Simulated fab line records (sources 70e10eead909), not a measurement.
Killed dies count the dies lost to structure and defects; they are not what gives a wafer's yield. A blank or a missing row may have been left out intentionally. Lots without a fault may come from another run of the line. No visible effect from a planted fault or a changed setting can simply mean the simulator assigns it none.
Tool commonality check :: flow nand-harc :: 6 wafers sampled across 2 lots

WHY IT WAS OPENED
On 2 of the 2 lots, a flag is raised at NHARC_END_SORT_01 on the reading killed-at-periphery. Wafers without a fault read 4.0, standard deviation 2.6.
Rule: a lot is flagged in two cases, either no wafer of it has a number, or all its wafers with numbers fall more than 4 standard deviations from that mean. The rest of the lots are taken to be sound.

lot: L523
measured: day 26 03:28
on: prober-01
killed-at-periphery, wafer by wafer: 648 624 653
flag: FLAGGED

lot: L524
measured: day 26 04:15
on: prober-02
killed-at-periphery, wafer by wafer: 625 619 614
flag: FLAGGED
The numbers of the flagged lots are 630.5 on average: +626.5 against the usual, or +99 or more standard deviations.

EACH LOT AND THE TOOL IT RAN ON
The record holds 3 process steps before the reading, out of a route of 1302 steps. In each cell: the tool, then ch and the chambers that the sampled wafers went through, then the start.
lot: L523
flag: FLAGGED
NHARC_P_ZERO_WELL_IMPLANT_27: implanter-01, day 4 00:49
NHARC_P_ZERO_WELL_RTA_42: rtp-anneal-02 ch 0, day 4 05:00
NHARC_P_STI_DESCUM_14: no row

lot: L524
flag: FLAGGED
NHARC_P_ZERO_WELL_IMPLANT_27: implanter-01, day 4 10:49
NHARC_P_ZERO_WELL_RTA_42: rtp-anneal-01 ch 0, day 4 15:07
NHARC_P_STI_DESCUM_14: no row
What is done by these steps:
- NHARC_P_ZERO_WELL_IMPLANT_27
- NHARC_P_ZERO_WELL_RTA_42: time 300 s.
- NHARC_P_STI_DESCUM_14: chemistry O2, time 3 s.
- NHARC_END_SORT_01

FLAGGED AGAINST TOTAL, ONE TOOL AT A TIME (gauges that did the reading follow at the end)
step: NHARC_P_ZERO_WELL_IMPLANT_27
tool: implanter-01
lots run: 2
flagged: 2
share of the flagged lots: all
sound lots run after its first flagged lot: 0

step: NHARC_P_ZERO_WELL_RTA_42
tool: rtp-anneal-01
lots run: 1
flagged: 1
share of the flagged lots: some
sound lots run after its first flagged lot: 0

step: NHARC_P_ZERO_WELL_RTA_42
tool: rtp-anneal-02
lots run: 1
flagged: 1
share of the flagged lots: some
sound lots run after its first flagged lot: 0

step: NHARC_END_SORT_01
tool: prober-01
lots run: 1
flagged: 1
share of the flagged lots: some
sound lots run after its first flagged lot: 0

step: NHARC_END_SORT_01
tool: prober-02
lots run: 1
flagged: 1
share of the flagged lots: some
sound lots run after its first flagged lot: 0

WHAT THE TABLE PERMITS
1 row of the table ran every flagged lot: implanter-01 at NHARC_P_ZERO_WELL_IMPLANT_27.
- implanter-01 at NHARC_P_ZERO_WELL_IMPLANT_27 ran 2 lots, 2 of them flagged. It ran no sound lot before its first flagged lot in this sample, so the start can't be narrowed down.
One tool is left: implanter-01 at NHARC_P_ZERO_WELL_IMPLANT_27.

WHAT THE SIMULATOR PUT IN
At NHARC_P_ZERO_WELL_IMPLANT_27, the step was skipped entirely on implanter-01 from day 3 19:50 on. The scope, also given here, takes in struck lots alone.
Struck lots among those shown: L523, L524. The same result came from the rule above.
